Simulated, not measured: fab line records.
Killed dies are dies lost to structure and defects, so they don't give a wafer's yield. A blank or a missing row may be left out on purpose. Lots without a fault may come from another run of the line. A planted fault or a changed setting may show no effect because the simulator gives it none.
Split-lot study ; flow n5Finfet ; route with 1938 steps; 7 lots, 21 wafers read

== ABOUT THE SPLIT ==
At N5_HKMG_FIN_ETCH_54 (etches SiARC in CF4, target depth 45.5 nm, time 75.8 s), the setting sourceW was moved away from the recipe's 545 W on 10 of the 21 wafers read, by -9.1% to +17.0%. The other wafers ran this setting at the recipe's value.

The reading comes from the split's own step.

== THE READING ==
rfVppV, in V, at N5_HKMG_FIN_ETCH_54 (etches SiARC in CF4, target depth 45.5 nm, time 75.8 s). On this fab line, fault-free wafers typically give 183.7 V with a standard deviation of 1 V.

wafer;tool, chamber at the split;sourceW as run, W;against the recipe;rfVppV, V;against lot-mates on the recipe
L074.3;rieDiel-03, 0;502.7;-7.8%;188.6;+5.4
L074.5;rieDiel-03, 0;545;recipe;184.0;-
L074.6;rieDiel-03, 3;545;recipe;182.4;-
L075.3;rieDiel-03, 3;545;recipe;183.4;-
L075.4;rieDiel-03, 1;545;recipe;182.3;-
L075.5;rieDiel-03, 3;545;recipe;183.5;-
L077.2;rieDiel-03, 3;495.5;-9.1%;189.1;+3.4
L077.3;rieDiel-03, 2;495.5;-9.1%;190.8;+5.1
L077.5;rieDiel-03, 2;545;recipe;185.7;-
L078.1;rieDiel-03, 0;545;recipe;183.0;-
L078.2;rieDiel-03, 1;628.3;+15.3%;175.0;-8.0
L078.4;rieDiel-03, 3;628.3;+15.3%;174.2;-8.8
L088.1;rieDiel-04, 1;637.5;+17.0%;173.7;no lot-mate on the recipe
L088.2;rieDiel-04, 2;637.5;+17.0%;174.9;no lot-mate on the recipe
L088.3;rieDiel-04, 3;637.5;+17.0%;174.5;no lot-mate on the recipe
L090.2;rieDiel-02, 3;545;recipe;186.4;-
L090.3;rieDiel-02, 1;545;recipe;185.0;-
L090.4;rieDiel-02, 2;545;recipe;185.0;-
L094.3;rieDiel-02, 3;576.7;+5.8%;179.9;-2.9
L094.5;rieDiel-02, 0;545;recipe;182.8;-
L094.6;rieDiel-02, 1;576.7;+5.8%;179.5;-3.3

THE FIT
A straight line over all 21 wafers: rfVppV changes by -0.598 V for each +1% of sourceW; r = -0.98; the points scatter about the line by 1.1 V.
The same after taking each lot's own level away (the mean of its wafers on the recipe; 18 wafers): -0.542 V for each +1%; r = -0.98; scatter 0.69 V.
Per that fit: largest sourceW move, reading shift of 9.2 V.
Measured against the standard deviation above, the lots' own levels, which go from 182.80 to 185.70 V, span 2.9 times it.
So the slope is not independent of the lot-to-lot level: the two fits are not the same.
Check: for one of the wafers moved furthest among these (+15.3%), held out of the fit, the line's prediction against its lot-mates is -8.44 V. Against them it came out at -8 V.
Tool readings at the split's step, against how far the setting was moved: etchRfOnTimeS r = -0.95; rfVppV r = -0.98.

== OTHER SPLITS APPLIED TO THESE WAFERS ==
Other splits were also applied to these wafers ahead of the reading. Each is held against what the fit with the lots' levels taken away leaves over:
other split on the same wafers;wafers away from the commonest value;r with rfVppV (lot level and that fit taken away)
N5_ZERO_LAYER_PECVD_02 timeS;10;-0.10
N5_FIN_SAQP_ETCH_65 timeS;7;-0.17
N5_DUMMY_GATE_COAT_28 spinRpm;9;+0.23
N5_SD_EPI_N_EXPOSE_06 doseMj;5;-0.28
N5_SD_EPI_N_ETCH_35 sourceW;9;+0.05
N5_SD_EPI_P_ETCH_36 biasW;6;+0.36

== THE WHOLE CHAIN: every reading that the file lists as answering this split, in the file's order ==
step;what it does;reading;change (the file's fit);r (the file's)
N5_HKMG_FIN_ETCH_54;etches SiARC in CF4, target depth 45.5 nm, time 75.8 s;etchRfOnTimeS;withheld for each +1% of the setting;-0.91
N5_HKMG_FIN_ETCH_54;etches SiARC in CF4, target depth 45.5 nm, time 75.8 s;rfVppV;-0.554 V for each +1% of the setting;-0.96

== THE FILE'S OWN FIT ==
rfVppV changes by -0.554 V for each +1% of sourceW, r = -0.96.
